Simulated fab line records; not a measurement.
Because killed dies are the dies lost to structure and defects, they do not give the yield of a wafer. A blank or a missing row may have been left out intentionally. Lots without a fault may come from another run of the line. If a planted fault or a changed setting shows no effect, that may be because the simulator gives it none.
3 desks, one fault + flow n5Finfet + each desk holds nothing but its own numbers, with what lay behind them at the end

## AT THE TOOL OWNER'S DESK: rieDiel-02
The tool's own readings at N5_BEOL_M5_DESCUM_16 (chemistry O2, time 7 s): means of the sampled wafers that have a number, for each lot that ran on this tool. Marked OUT: a lot whose mean sits more than 4 standard deviations from the usual mean, which makes it out of limits; the brackets give that distance.
Columns: A = drypumpMotorCurrentA at N5_BEOL_M5_DESCUM_16, usual 5.8 A; B = oesProductAu at N5_BEOL_M5_DESCUM_16, usual 0.81 a.u.; C = rfVppV at N5_BEOL_M5_DESCUM_16, usual 243.7 V; D = showerheadPlenumPTorr at N5_BEOL_M5_DESCUM_16, usual 2.12 Torr; E = throttleValvePct at N5_BEOL_M5_DESCUM_16, usual 20.43 %
| lot  | first seen here | A   | B    | C     | D    | E     |
|------|-----------------|-----|------|-------|------|-------|
| L848 | day 9 14:23     | 5.3 | 0.82 | 244.9 | 2.20 | 20.55 |
| L847 | day 9 16:32     | 5.5 | 0.73 | 245.6 | 2.18 | 20.56 |
| L865 | day 13 22:44    | 5.4 | 0.76 | 244.5 | 2.18 | 20.60 |
Result from this desk: across the 3 lots, nothing is out of limits.

## METROLOGY DESK
Lot by lot, what the gauges showed, no matter which tool ran the lot: averages of those sampled wafers that carry a number. Marked OUT: a lot whose mean sits more than 4 standard deviations from the usual mean, which makes it out of limits; the brackets give that distance.
Columns: A = cdNm at N5_BEOL_M5_CD_MEAS_11, usual 27.94 nm; B = M5_OVL at N5_BEOL_M5_OVL_MEAS_12, usual -0.1 nm
| lot  | first seen here | A     | B    |
|------|-----------------|-------|------|
| L842 | day 7 16:12     | 28.02 | -0.2 |
| L848 | day 9 14:16     | 28.05 | 0.2  |
| L847 | day 9 16:20     | 28.26 | 0.0  |
| L856 | day 11 16:26    | 28.04 | 0.2  |
| L855 | day 11 16:43    | 27.89 | 0.1  |
| L865 | day 13 22:07    | 28.00 | -0.5 |
Result from this desk: across the 6 lots, nothing is out of limits.

## THE DEFECT DESK
Per lot, the means of the sampled wafers with a number show what the inspections along the route counted. Marked OUT: a lot whose mean sits more than 4 standard deviations from the usual mean, which makes it out of limits; the brackets give that distance.
Columns: A = rawDefectCount at N5_BEOL_M5_INSPECT_13, usual 412
| lot  | first seen here | A   |
|------|-----------------|-----|
| L842 | day 7 16:17     | 428 |
| L848 | day 9 14:22     | 408 |
| L847 | day 9 16:26     | 282 |
| L856 | day 11 16:31    | 269 |
| L855 | day 11 16:48    | 408 |
| L865 | day 13 22:12    | 412 |
Result from this desk: across the 6 lots, nothing is out of limits.

## BROUGHT TOGETHER
Nothing out of limits was seen by the tool owner's desk.
Metrology desk: nothing out of limits seen.
Nothing out of limits was seen by the defect desk.

## WHAT HAD BEEN PUT IN BY THE SIMULATOR
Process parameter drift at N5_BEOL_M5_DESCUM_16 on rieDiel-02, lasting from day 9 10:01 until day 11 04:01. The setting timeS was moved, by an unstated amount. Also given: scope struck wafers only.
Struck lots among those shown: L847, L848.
